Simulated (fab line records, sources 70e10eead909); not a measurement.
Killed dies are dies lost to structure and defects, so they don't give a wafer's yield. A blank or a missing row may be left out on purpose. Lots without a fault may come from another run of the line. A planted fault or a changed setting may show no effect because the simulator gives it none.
fab line records | flow nand_harc
record lots=6 wafers=17 last_day=31
route steps=1302 shown P_M0@264
lots that met no fault: from a run of the same line without faults
start_h: hours from the record's first day to the start of the lot's first wafer shown | wait_h: hours since the lot's step before | " the same as in the row above | L1.1+2: a row that stands for several wafers | - no value, or no start given | * or withheld: withheld | < > ~ a bound
route shown NAME@n: a module of which the file shows steps, and the number in the route of the first | usual: mean/standard deviation of fault-free wafers | same: alike in all rows | chamber/n: place in a boat | sites: the reading at each site | _std_site: their standard deviation | _edge_site: outer sites' mean less inner sites' | radius_mm: how far each site lies from the wafer's centre | mask NAME#n: copy n | behind: the tool/chamber that last shaped the wafer | hold: why the lot was held/for how many hours/how that ended | device: the transistor (n, p or np) that didn't switch | end of line: the same wafers' tests at the end of the route | a step without rows: its recipe alone | killed: dies lost to structure and defects at the first sort, not the wafer's yield | map: a wafer's dies, x killed, . not, _ none there
set.NAME: the setting as run; set.NAME@STEP: as run at that earlier step | model.NAME: the simulator's own value behind a step, which no gauge read
lots at some steps of the route; a table a step, a row a wafer
services: from which hour (start_h, from the record's first day; less than 0 if before it) a tool's chamber was out of use, for how many hours, and why
## steps
# step NHARC_P_M0_OVL_MEAS_10
# recipe pitch_nm=180
# usual overlay_x_nm=-0.2/0.74 overlay_y_nm=0.0/0.64
# columns lot.wafer tool chamber start_h wait_h overlay_x_nm overlay_y_nm
L593.1 overlay-01 - 135.11 - 0.0 -0.1
L593.4 " - " " 0.3 -0.3
L593.6 " - " " -0.7 0.2
L598.1 overlay-01 - 177.97 - -0.5 0.8
L598.2 " - " " -1.0 0.3
L598.5 " - " " -0.8 0.3
L602.1 overlay-01 - 217.82 - 1.6 -1.2
L602.2 " - " " 2.0 -2.3
L602.5 " - " " 1.8 -1.1
L601.1 overlay-01 - 218.66 - 0.2 -0.7
L601.5 " - " " 0.0 -0.4
L601.6 " - " " -0.8 -1.2
L609.1 overlay-01 - 293.18 - -0.4 0.2
L609.2 " - " " 0.9 0.3
L609.6 " - " " -0.3 0.6
L611.2 overlay-01 - 308.93 - -0.4 0.2
L611.3 " - " " -0.4 -0.1
# step NHARC_P_M0_INSPECT_11
# usual raw_defect_count=4.4/2.4
# columns lot.wafer tool chamber start_h wait_h raw_defect_count
L593.1 defect_inspect-01 - 135.15 0.0 3
L593.4 " - " " 3
L593.6 " - " " 4
L598.1 defect_inspect-01 - 178.01 0.0 5
L598.2 " - " " 2
L598.5 " - " " 3
L602.1 defect_inspect-01 - 217.86 0.0 5
L602.2 " - " " 0
L602.5 " - " " 9
L601.1 defect_inspect-02 - 218.69 0.0 4
L601.5 " - " " 1
L601.6 " - " " 4
L609.1 defect_inspect-01 - 293.22 0.0 2
L609.2 " - " " 2
L609.6 " - " " 5
L611.2 defect_inspect-02 - 308.96 0.0 2
L611.3 " - " " 2
# step NHARC_P_M0_DESCUM_14
# recipe time_s=3 o2_flow_sccm=200 ar_flow_sccm=0 bias_power_w=0 chemistry=O2
# usual drypump_motor_current_A=5.8/0.52 mfc_ar_sccm=0.011/0.014 oes_product_au=1.005/0.0096 rf_vpp_V=57.8/0.91 showerhead_plenum_p_Torr=1.89/0.094 throttle_valve_pct=11.312/0.009
# columns lot.wafer tool chamber start_h wait_h drypump_motor_current_A mfc_ar_sccm oes_product_au rf_hours_counter_h rf_vpp_V showerhead_plenum_p_Torr throttle_valve_pct
L593.4 rie_diel-13 3 135.21 0.1 5.2 0 1.009 23 57.0 1.83 11.315
L593.1 " 0 " " 6.5 0.038 1.001 21 57.5 2.05 11.315
L593.6 " 0 " " 6.5 0.038 1.008 - 57.3 2.05 11.306
L598.2 rie_diel-13 1 178.08 0.1 5.1 0 0.993 0 56.8 1.80 11.297
L598.1 " 2 " " 5.9 0.018 1.006 0 57.3 1.82 11.322
L598.5 " 1 " " 5.1 0 1.000 - 57.2 1.80 11.309
L602.2 rie_diel-13 0 217.94 0.1 6.5 0.038 0.995 6 58.4 2.05 11.307
L602.1 " 1 " " 5.2 0 0.984 4 57.2 1.80 11.312
L602.5 " 3 " " 5.1 0 1.009 - 57.1 1.83 11.321
L601.1 rie_diel-13 0 218.76 0.1 6.5 0.038 1.004 6 58.4 2.05 11.310
L601.5 " 3 " " 5.1 0 1.008 - 57.6 1.83 11.326
L601.6 " 0 " " 6.5 0.038 0.998 - 57.4 2.05 11.314
L609.1 rie_diel-13 1 293.29 0.1 5.2 0 1.000 19 57.0 1.80 11.302
L609.2 " 3 " " 5.1 0 1.012 20 57.7 1.82 11.317
L609.6 " 0 " " 6.5 0.038 1.010 - 56.9 2.04 11.305
L611.2 rie_diel-10 2 309.02 0.1 5.5 0 1.004 17 55.8 1.79 11.318
L611.3 " 1 " " 6.1 0 0.992 18 59.2 1.87 11.307
# step NHARC_P_M0_ETCH_34
# recipe target_depth_a=400 overetch_a=120 time_s=43.94 ion_energy_ev=200 n2_flow_sccm=150 h2_flow_sccm=150 ar_flow_sccm=0 rf_w=400 bias_w=150 chemistry=N2/H2
# usual drypump_motor_current_A=5.8/0.52 mfc_ar_sccm=0.011/0.014 oes_product_au=1.005/0.0095 rf_fwd_power_W=395.5/1.5 rf_vpp_V=429.8/2.9 showerhead_plenum_p_Torr=2.01/0.1 throttle_valve_pct=14.172/0.0093
# columns lot.wafer tool chamber start_h wait_h drypump_motor_current_A mfc_ar_sccm oes_product_au rf_fwd_power_W rf_hours_counter_h rf_vpp_V showerhead_plenum_p_Torr throttle_valve_pct
L593.4 rie_diel-13 3 135.30 0.1 5.2 0 1.014 395.6 23 427.9 1.95 14.188
L593.1 " 1 " " 5.1 0 0.990 395.8 19 426.6 1.92 14.167
L593.6 " 3 " " 5.1 0 1.009 394.8 - 430.0 1.95 14.179
L598.2 rie_diel-13 0 178.15 0.1 6.5 0.038 0.996 396.6 0 435.6 2.19 14.165
L598.1 " 2 " " 5.9 0.018 1.016 395.8 0 427.4 1.94 14.178
L598.5 " 1 " " 5.1 0 0.995 397.8 - 427.2 1.92 14.175
L602.2 rie_diel-13 1 218.01 0.1 5.2 0 1.005 396.1 4 425.7 1.92 14.163
L602.1 " 3 " " 5.2 0 1.012 394.7 6 427.8 1.95 14.156
L602.5 " 1 " " 5.2 0 0.997 394.4 - 428.0 1.92 14.174
L601.1 rie_diel-13 3 218.85 0.1 5.2 0 1.010 393.2 6 427.5 1.95 14.161
L601.6 " 2 " " 5.9 0.018 1.006 395.0 - 426.6 1.94 14.165
L601.5 " 3 " " 5.2 0 1.011 393.9 - 427.2 1.95 14.179
L609.2 rie_diel-13 3 293.37 0.1 5.1 0 1.011 393.9 20 426.5 1.94 14.181
L609.1 " 0 " " 6.5 0.038 0.989 398.8 20 435.0 2.18 14.187
L609.6 " 0 " " 6.5 0.038 0.993 396.6 - 434.3 2.18 14.160
L611.3 rie_diel-10 3 309.11 0.1 6.1 0 0.993 397.0 21 431.4 2.08 14.188
L611.2 " 2 " " 5.5 0 1.018 396.7 17 427.5 1.90 14.194
# step NHARC_P_M0_ETCH_15
# recipe target_depth_a=1500 overetch_a=150 time_s=82.5 c4f8_flow_sccm=withheld ar_flow_sccm=400 rf_w=600 bias_w=300 chemistry=C4F8/Ar
# step NHARC_P_M0_CD_MEAS_16
# usual cd_nm=89.1/0.84
# columns lot.wafer tool chamber start_h wait_h cd_nm
L593.1 cd_sem-03 - 135.51 - 88.7
L593.4 " - " " 90.2
L593.6 " - " " 89.6
L598.1 cd_sem-03 - 178.37 - 88.3
L598.2 " - " " 88.2
L598.5 " - " " 88.0
L602.1 cd_sem-02 - 218.22 - 90.6
L602.2 " - " " 89.5
L602.5 " - " " 89.8
L601.1 cd_sem-01 - 219.05 - 88.8
L601.5 " - " " 87.7
L601.6 " - " " 88.1
L609.1 cd_sem-01 - 293.58 - 90.3
L609.2 " - " " 90.6
L609.6 " - " " 89.0
L611.2 cd_sem-03 - 309.32 - 89.8
L611.3 " - " " 89.8
# step NHARC_P_M0_STRIP_18
# recipe power_w=1000 n2_flow_sccm=150 h2_flow_sccm=150 ar_flow_sccm=0 bias_w=0 chemistry=N2/H2
# step NHARC_P_M0_STRIP_19
# recipe time_s=600 temp_c=30 chemistry=post_etch_residue_remover
# step NHARC_P_M0_DEGAS_28
# recipe temp_c=250 time_s=60
# step NHARC_P_M0_PRE_CLEAN_29
# recipe time_s=30 temp_c=280 gas=H2/He
# step NHARC_P_M0_PVD_20
# recipe target_thk_a=50 bias_v=168.6 power_w=15000 chamber_pressure_pa=0.12 time_s=8.06 substrate_temp_c=50 material=TaN
# usual throttle_valve_pct=29.5/0.98
# columns lot.wafer tool chamber start_h wait_h throttle_valve_pct
L593.4 pvd_sputter-01 - - - 29.5
L593.1 " - " " 29.6
L593.6 " - " " 29.5
L598.2 pvd_sputter-01 - - - 30.9
L598.1 " - " " 29.6
L598.5 " - " " 28.1
L602.2 pvd_sputter-01 - - - 30.9
L602.1 " - " " 29.7
L602.5 " - " " 28.2
L601.1 pvd_sputter-02 - - - 29.3
L601.5 " - " " 29.2
L601.6 " - " " 30.0
L609.1 pvd_sputter-02 - - - 29.4
L609.2 " - " " 30.6
L609.6 " - " " 28.8
L611.3 pvd_sputter-01 - - - 28.2
L611.2 " - " " 29.3
# step NHARC_P_M0_PVD_21
# recipe target_thk_a=300 chamber_pressure_pa=5 power_w=5000 substrate_temp_c=30 time_s=20.49 material=Cu
# usual throttle_valve_pct=29.5/1
# columns lot.wafer tool chamber start_h wait_h throttle_valve_pct
L593.4 pvd_sputter-01 - - - 28.4
L593.1 " - " " 29.8
L593.6 " - " " 30.8
L598.2 pvd_sputter-01 - - - 29.8
L598.1 " - " " 29.6
L598.5 " - " " 30.9
L602.1 pvd_sputter-01 - - - 30.9
L602.2 " - " " 29.5
L602.5 " - " " 28.0
L601.1 pvd_sputter-02 - - - 28.7
L601.5 " - " " 28.5
L601.6 " - " " 29.3
L609.2 pvd_sputter-02 - - - 29.3
L609.1 " - " " 28.9
L609.6 " - " " 29.5
L611.2 pvd_sputter-03 - 310.21 - 30.0
L611.3 " - " " 28.2
# step NHARC_P_M0_ECD_22
# recipe target_thk_a=4000 bath_temp_c=25 material=Cu
# columns lot.wafer tool chamber start_h wait_h
L593.1+4+6 ecd_cu-02 1,1,0 136.49 -
L598.1+2+5 ecd_cu-01 1,0,0 179.35 -
L602.1+2+5 ecd_cu-01 0,1,0 219.20 -
L601.1+6+5 ecd_cu-02 1,0,1 220.09 -
L609.2+1+6 ecd_cu-02 1,0,0 294.56 -
L611.2+3 ecd_cu-02 0,1 310.32 -
# step NHARC_P_M0_ANNEAL_30
# recipe temp_c=225 time_s=90
# usual anneal_temp_c=225.01/0.18 anneal_temp_c_max=226.18/0.3 wafer_temp_C_max=225.8/0.35
# columns lot.wafer tool chamber start_h wait_h anneal_temp_c anneal_temp_c_max wafer_temp_C_max
L593.1 rtp_anneal-01 0 136.87 0.3 224.94 225.98 225.5
L593.4 " 0 " " 224.75 225.88 225.6
L593.6 " 0 " " 224.85 226.04 225.6
L598.1 rtp_anneal-01 0 179.73 - 225.23 226.29 225.5
L598.2 " 0 " " 225.14 226.16 225.6
L598.5 " 0 " " 225.16 226.58 225.3
L602.1 rtp_anneal-01 0 219.58 0.3 225.05 226.16 225.7
L602.2 " 0 " " 225.07 225.75 225.8
L602.5 " 0 " " 225.04 226.10 225.5
L601.1 rtp_anneal-02 0 220.42 0.3 225.10 226.50 225.9
L601.5 " 0 " " 224.92 226.67 226.1
L601.6 " 0 " " 225.15 226.83 225.9
L609.1 rtp_anneal-02 0 294.94 - 224.82 226.23 226.4
L609.2 " 0 " " 225.02 226.38 226.1
L609.6 " 0 " " 224.94 226.18 226.2
L611.2 rtp_anneal-01 0 310.75 0.4 225.21 226.21 225.7
L611.3 " 0 " " 225.06 226.01 225.5
# step NHARC_P_M0_CMP_23
# recipe t_overpolish_s=20 target_thk_nm=117.54
# usual motor_current_A=11.6/1 time_to_endpoint_s=29.2/2.4
# columns lot.wafer tool chamber start_h wait_h motor_current_A time_to_endpoint_s
L593.1 cmp-03 0 137.22 - 12.1 30.4
L593.4 " 3 " " 12.0 28.5
L593.6 " 1 " " 11.1 27.4
L598.1 cmp-04 1 180.13 - 10.7 29.4
L598.2 " 2 " " 10.1 33.7
L598.5 " 3 " " 13.8 31.1
L602.1 cmp-01 3 219.98 - 11.4 28.1
L602.2 " 0 " " 12.8 23.1
L602.5 " 1 " " 11.5 29.2
L601.1 cmp-03 3 220.77 - 12.4 27.6
L601.6 " 3 " " 12.3 27.6
L601.5 " 0 " " 11.9 30.7
L609.1 cmp-03 2 295.28 - 11.4 37.0
L609.2 " 0 " " 11.8 29.8
L609.6 " 2 " " 11.8 30.5
L611.3 cmp-04 0 311.07 - 12.1 39.2
L611.2 " 2 " " 10.0 31.7
# step NHARC_P_M0_THK_MEAS_24
# recipe thk_meas_gauge=xrf
# usual thk_nm=117.7/1.5
# columns lot.wafer tool chamber start_h wait_h thk_nm
L593.1 film_metro-02 - 137.53 - 119.5
L593.4 " - " " 117.4
L593.6 " - " " 118.0
L598.1 film_metro-02 - 180.38 - 117.8
L598.2 " - " " 119.6
L598.5 " - " " 119.3
L602.1 film_metro-01 - 220.24 - 115.1
L602.2 " - " " 115.1
L602.5 " - " " 117.0
L601.1 film_metro-02 - 221.09 - 118.1
L601.5 " - " " 119.4
L601.6 " - " " 118.5
L609.1 film_metro-02 - 295.60 - 113.7
L609.2 " - " " 117.0
L609.6 " - " " 115.5
L611.2 film_metro-01 - 311.36 - 118.0
L611.3 " - " " 119.2
## services
# columns tool chamber start_h hours kind
cmp-01 - 111.92 0.9 repair
rie_diel-13 2 119.30 2.7 repair
rie_diel-13 2 139.25 1.6 repair
cmp-03 - 154.96 0.6 repair
ecd_cu-01 - 160.00 8.0 pm
cmp-03 - 160.10 0.6 repair
cmp-03 - 162.00 4.0 pm
rie_diel-13 - 165.50 9.0 pm
cmp-03 - 181.87 18.9 repair
rie_diel-10 - 186.86 0.5 repair
cmp-04 - 193.07 0.4 repair
rie_diel-13 3 197.57 5.2 repair
cmp-04 - 209.00 4.0 pm
pvd_sputter-02 - 221.84 8.3 repair
pvd_sputter-01 - 225.24 3.9 repair
pvd_sputter-01 - 229.17 10.0 pm
ecd_cu-02 - 244.09 8.0 pm
rie_diel-10 - 248.53 9.0 pm
pvd_sputter-01 - 253.70 4.3 repair
cmp-03 - 254.42 0.3 repair
cmp-03 - 260.11 4.0 pm
cmp-04 - 266.08 1.0 repair
pvd_sputter-02 - 282.01 10.0 pm
cmp-04 - 307.00 4.0 pm
## key
first_sign step=NHARC_P_M0_CMP_23 reading=time_to_endpoint_s direction=up sigmas=3.8 usual=* struck=*
effect none on later readings
met_at NHARC_P_M0_ECD_22
struck_wafers L609.1,L611.3
onset_between 220.09 294.56
fault kind=process_parameter_drift tool=ecd_cu-02 chamber=- onset_h=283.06 steps=NHARC_P_M0_ECD_22 channel=target_thk_a offset=* shape=step end_h=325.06 scope=struck_wafers_only acts_in=* stated=*
